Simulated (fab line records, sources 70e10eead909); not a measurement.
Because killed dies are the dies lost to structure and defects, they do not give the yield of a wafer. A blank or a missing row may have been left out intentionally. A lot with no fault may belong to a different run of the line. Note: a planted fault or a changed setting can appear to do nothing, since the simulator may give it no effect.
Problem report, 8D (eight disciplines) form, completed by code :: flow nand harc :: the parts of the form that need people (team, actions taken, sign-off) are left out

1. THE PROBLEM
At NHARC_A_CONTACT_DEP_24, mfc precursor sccm averages 134.2 sccm over 2 wafers from 2 lots, while fault-free wafers read 161.4 sccm, standard deviation 0.5. That is -54 standard deviations from the usual mean.
The step: deposits SiO2, target thk 500 nm.
Earliest sighting: wafer L121.4 on pecvd-03 at day 23 16:01. Wafers with a number at this step in the record: 36, from 12 lots. Rule for "out" (also "out of limits"): further than 4 standard deviations from the usual mean. The other wafers with a number count as sound.

2. WHAT IT IS, WHAT IT ISN'T
question: which readings at this step
is: mfc precursor sccm
is not: heater power w

question: which lots
is: L121, L123
is not: L114, L115, L116, L120, L125, L131, L132, L135, L136, L137

question: which wafers of those lots
is: L121.4, L123.1
is not: L121.1, L121.6, L123.2, L123.6

question: read on which tools
is: pecvd-03
is not: pecvd-01, pecvd-04

question: when
is: from day 23 16:01
is not: up to then (14 sound wafers); but 20 sound wafers of L123, L125, L131, L132, L135, L136, L137 came after

3. SUSPECTS, AND WHAT RULES EACH OUT
Counting: a tool at a process step up to the reading stays a suspect if it ran every lot that is out. Sound lots after the first of them don't rule it out here, since some wafers of a struck lot are sound.
- pecvd-03 at NHARC_A_CONTACT_DEP_24 (deposits SiO2, target thk 500 nm): kept. It ran every lot that is out, first L121 (day 23 16:01). On those wafers its own readings are out: mfc precursor sccm.
- pecvd-03, NHARC_A_CONTACT_DEP_24: wafers that are out in chamber 2, sound lot-mates in chambers 0, 1.
Remaining after the count: pecvd-03 at NHARC_A_CONTACT_DEP_24.

4. THE CAUSE (what the simulator had put in)
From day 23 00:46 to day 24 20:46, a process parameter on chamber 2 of pecvd-03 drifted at NHARC_A_CONTACT_DEP_24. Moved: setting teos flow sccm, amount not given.
This tool alone remained once counting was done.

5. SEQUENCE OF EFFECTS, ordered by route
Each row: a reading whose mean over the struck wafers that have a number lies more than 3 standard deviations from the usual. Only readings whose record carries a usual standard deviation are examined. hours: median over the lots of the time between each lot's start at the first step of this table that gives one and its start at this step. sigmas: the change, counted in usual standard deviations.
hours: 0
step: NHARC_A_CONTACT_DEP_24
reading: mfc precursor sccm
usual: 161.4 sccm
on struck wafers: 134.2
change: -27.2
sigmas: -54
It contains these process steps:
- NHARC_A_CONTACT_DEP_24: deposits SiO2, target thk 500 nm.

6. HOW IT WOULD HAVE BEEN CAUGHT EARLIER
First out-of-limits reading in this record: day 23 16:01, which is 15 hours after fault onset at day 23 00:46.
